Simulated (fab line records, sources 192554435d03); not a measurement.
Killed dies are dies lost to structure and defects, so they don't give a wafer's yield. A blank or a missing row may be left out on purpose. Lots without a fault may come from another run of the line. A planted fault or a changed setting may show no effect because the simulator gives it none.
Which tool did it? | flow n5_finfet | 9 lots, 27 wafers sampled, at 3 steps of a route of 1938

WHAT THE GAUGES READ, wafer by wafer
N5_FIN_SAQP_CD_MEAS_16: target cd 35.6 nm.
lot  | measured    | on        | cd_nm (nm)
L219 | day 3 16:23 | cd_sem-02 | 35.44 35.73 36.10
L220 | day 3 22:00 | cd_sem-03 | 35.15 35.43 35.98
L222 | day 4 10:32 | cd_sem-03 | 35.37 34.99 35.59
L225 | day 5 06:33 | cd_sem-02 | 35.44 36.16 35.84
L231 | day 6 15:56 | cd_sem-02 | 36.22 36.65 36.70
L232 | day 6 22:16 | cd_sem-01 | 36.31 36.61 36.39
L233 | day 7 03:29 | cd_sem-03 | 35.74 35.86 35.75
L234 | day 7 09:38 | cd_sem-03 | 35.94 35.45 35.49
L235 | day 7 15:20 | cd_sem-02 | 35.35 35.22 35.74

WHICH TOOL RAN EACH LOT (tool, then ch and the chambers of the sampled wafers, then the start)
lot  | N5_FIN_SAQP_PECVD_47           | N5_FIN_SAQP_PEB_14
L219 | pecvd-03 ch 1,2, day 3 15:43   | litho_track-05 ch 0, day 3 16:20
L220 | pecvd-02 ch 0,1, day 3 21:17   | litho_track-02 ch 0, day 3 21:56
L222 | pecvd-03 ch 1,2, day 4 09:52   | litho_track-02 ch 0, day 4 10:28
L225 | pecvd-03 ch 0,2, day 5 05:53   | litho_track-02 ch 0, day 5 06:29
L231 | pecvd-02 ch 0,2, day 6 15:16   | litho_track-02 ch 0, day 6 15:52
L232 | pecvd-03 ch 0,1,2, day 6 21:44 | litho_track-02 ch 0, day 6 22:12
L233 | pecvd-02 ch 0,1,2, day 7 02:50 | litho_track-05 ch 0, day 7 03:25
L234 | pecvd-02 ch 0,2, day 7 08:58   | litho_track-05 ch 0, day 7 09:34
L235 | pecvd-02 ch 1,2, day 7 14:45   | litho_track-05 ch 0, day 7 15:16
- N5_FIN_SAQP_PECVD_47: deposits a-Si from SiH4/He, target thk 45 nm, time 36.3 s.
- N5_FIN_SAQP_PEB_14: peb time 60 s.

THE ANSWER, worked out from the rows above alone
Rule: what is usual is taken from the lots themselves. Put in order of their means at a reading, lots are off if they are a third of the lots or fewer, leave a main group of 4 or more, and stand apart from it by a gap of 3 or more times the standard deviation of the main group's means; of several such gaps the widest counts. A main group whose means are all the same, to the digits that the tables above print for the reading, isn't used. A lot without any number at a reading at which 4 lots or more have one is off too. The other lots that the step has rows for count as sound.
Off: L231, L232, at N5_FIN_SAQP_CD_MEAS_16 (cd_nm). The main group: mean 35.61 nm, standard deviation 0.18.
A tool fits if, at a process step before that reading, it ran every lot that is off, and no sound lot after the first of them. The gauges at N5_FIN_SAQP_CD_MEAS_16 are tried like those tools. One fits: litho_track-02 at N5_FIN_SAQP_PEB_14. Its last sound lot is L225 (day 5 06:29), its first lot that is off L231 (day 6 15:52): a fault that began between those two fits.

WHAT THE SIMULATOR HAD PUT IN
Process parameter drift: litho_track-02, from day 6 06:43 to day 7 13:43, at N5_FIN_SAQP_PEB_14. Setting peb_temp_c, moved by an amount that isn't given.
Lots struck among those shown: L231, L232. The rule above found the same.
